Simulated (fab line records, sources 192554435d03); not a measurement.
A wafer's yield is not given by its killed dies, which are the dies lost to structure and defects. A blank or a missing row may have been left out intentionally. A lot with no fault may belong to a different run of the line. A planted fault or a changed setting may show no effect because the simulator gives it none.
Struck lot and sound lot, side by side ; flow n5 finfet ; 13 steps out of a route of 1938
Sound: these wafers, L583.1, L583.3, L583.6. Wafers struck: L580.1, L580.2, L580.3. The cause is named last.
Order at every step that has rows: each side's tool, ch and its chambers, its first start. Under that, the readings that differ: sound wafers ; struck wafers ; difference of the means ; sigmas: that difference in standard deviations of wafers without a fault.
alike: readings with means less than 2 such deviations apart, plus words and numbers identical on both sides. not compared: withheld readings, readings lacking a value on some wafer, bounds such as >300 that could conceal the same value, and numbers that have no deviation in the record and whose values overlap.
A row with sigmas, a row that says differs or no value, or rows on one side alone: a step with any of these is where the two part. Numbers that have no deviation but don't overlap get no sigmas and don't part them. A reading missing from all wafers of one side parts the sides only when that side holds two or more wafers.

first, 9 steps without rows for these wafers: N5_BEOL_M0_SAQP_EXPOSE_37 (exposes mask M0 CUT1, target cd 30 nm); N5_BEOL_M0_SAQP_PEB_38 (peb time 60 s); N5_BEOL_M0_SAQP_DEVELOP_39 (develop time 30 s); N5_BEOL_M0_SAQP_DESCUM_45 (chemistry O2, time 7 s); N5_BEOL_M0_SAQP_ETCH_88 (etches underlayer in N2/H2, target depth 6.5 nm, time 5.2 s); N5_BEOL_M0_SAQP_ETCH_73 (etches SiARC in CF4, target depth 19.5 nm, time 32.5 s); N5_BEOL_M0_SAQP_CUT_ETCH_46 (etches SOC in N2/H2, target depth 135 nm, overetch 27 nm, time 202.5 s); N5_BEOL_M0_SAQP_STRIP_74 (strips in N2/H2); N5_BEOL_M0_SAQP_STRIP_89 (strips in N2/H2).
N5_BEOL_M0_SAQP_ALD_48: deposits SiO2, target thk 20 nm, pulse time 1 s, co reactant pulse time 1 s.
  sound on ald sin-03 ch 1,2,3, day 7 05:49; struck on ald sin-02 ch 1,2,3, day 6 19:08
  no value came back on the struck wafers for any of 5 readings (ald cycles, chamber pressure Torr (Torr) and others); on the sound wafers ald cycles reads 139 139 139
then, 1 step without rows for these wafers: N5_BEOL_M0_SAQP_ETCH_49 (etches SiO2 in CF4/O2, target depth 37 nm).
N5_BEOL_M4_RC_MEAS_101:
  the record has rows for the sound wafers here (prober-02 ch 0, day 9 15:07) and none for the struck ones
-- the record jumps here: 7 days lie between the struck wafers' starts before and after (it left off in module BEOL_M4 and takes up again in module PASSIVATION, whose first step shown is number 1936 of the route) --
N5_PASSIVATION_PROBE_49:
  sound: prober-01 at day 14 19:34; struck: prober-02 at day 13 17:20
reading;sound;struck;difference;sigmas
defect limited yield (%);90.1;0 0 0;-90;-60
killed_at_M0_to_M3;26;1174 1168 1168;+1144;+99 or more
killed_at_M4_up;15;0 2 3;-13;-3
killed at front end;67;5 7 6;-61;-5
killed dies;117;1180 1180 1180;+1063;+59
killed on rim;8;152 152 152;+144;+32
killed open;84;8 16 12;-72;-5
killed short;30;5 6 6;-24;-3
sort_bin_5_function (%);6.2;75.4 73.1 75.0;+68.3;+68
sort n pass;1063;0 0 0;-1063;-59
sort yield pct (%);90.1;0 0 0;-90;-60
  alike: killed at contacts, killed at other, sort_bin_6_memory

WHERE THEY PART
At N5_BEOL_M0_SAQP_ALD_48 first; at N5_PASSIVATION_PROBE_49 last (within this record only).

WHY: what the simulator had put in
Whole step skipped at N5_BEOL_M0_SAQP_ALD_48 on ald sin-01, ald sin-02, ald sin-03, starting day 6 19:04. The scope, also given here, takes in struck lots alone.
